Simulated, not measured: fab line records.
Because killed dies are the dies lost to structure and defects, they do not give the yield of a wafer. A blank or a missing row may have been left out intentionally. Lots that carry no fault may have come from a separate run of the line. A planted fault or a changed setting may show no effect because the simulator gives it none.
2 desks looking at one fault	flow n5Finfet	only its own numbers are on each desk; what lay behind them is given at the end

== TOOL OWNER'S DESK, wetBench-03 ==
The tool's own readings at N5_BEOL_M1_HM_STRIP_39 (strips TiN in peroxide tin strip, target depth 25 nm, time 158 s): means of the sampled wafers that have a number, for each lot that ran on this tool. Any lot whose mean is over 4 standard deviations away from the usual mean is out of limits and marked OUT; that distance is given in the brackets.
Columns: A = bathGuardTempC at N5_BEOL_M1_HM_STRIP_39, usual 50.0 C; B = bathHeatDutyPct at N5_BEOL_M1_HM_STRIP_39, usual 7.1 %
lot	first seen here	A	B
L610	day 7 21:37	50.2	6.5
This desk's finding: nothing out of limits on the one lot.

== AT THE METROLOGY DESK ==
Means of the sampled wafers that have a number, per lot and without regard to the tool the lot ran on: this is what the gauges read. Any lot whose mean is over 4 standard deviations away from the usual mean is out of limits and marked OUT; that distance is given in the brackets. Readings shown: 7 of its 10, picked as those furthest out on some lot.
Columns: A = DIBL_N at N5_BEOL_M4_RC_MEAS_101, usual 36.3 mV/V; B = DIBL_P at N5_BEOL_M4_RC_MEAS_101, usual 36.3 mV/V; C = IOFF_P at N5_BEOL_M4_RC_MEAS_101, usual 0.210 nA/um; D = ION_N at N5_BEOL_M4_RC_MEAS_101, usual 675 uA/um; E = ION_P at N5_BEOL_M4_RC_MEAS_101, usual 462 uA/um; F = VT_N at N5_BEOL_M4_RC_MEAS_101, usual 249.5 mV; G = VT_P at N5_BEOL_M4_RC_MEAS_101, usual -250.1 mV
lot	first seen here	A	B	C	D	E	F	G
L610	day 10 02:01	36.3	36.3	0.236	668	462	249.9	-245.8
L623	day 15 02:09	37.6	38.2	0.232	683	468	247.4	-248.7
L622	day 15 04:56	36.3	34.9	0.199	678	464	250.9	-250.0
L627	day 16 03:26	35.6	36.2	0.210	685	468	246.6	-248.3
Finding of this desk: none of the 4 lots has anything out of limits.

== BROUGHT TOGETHER ==
The desk of the tool owner found nothing out of limits.
The metrology desk saw nothing out of limits.

== WHAT HAD BEEN PUT IN BY THE SIMULATOR ==
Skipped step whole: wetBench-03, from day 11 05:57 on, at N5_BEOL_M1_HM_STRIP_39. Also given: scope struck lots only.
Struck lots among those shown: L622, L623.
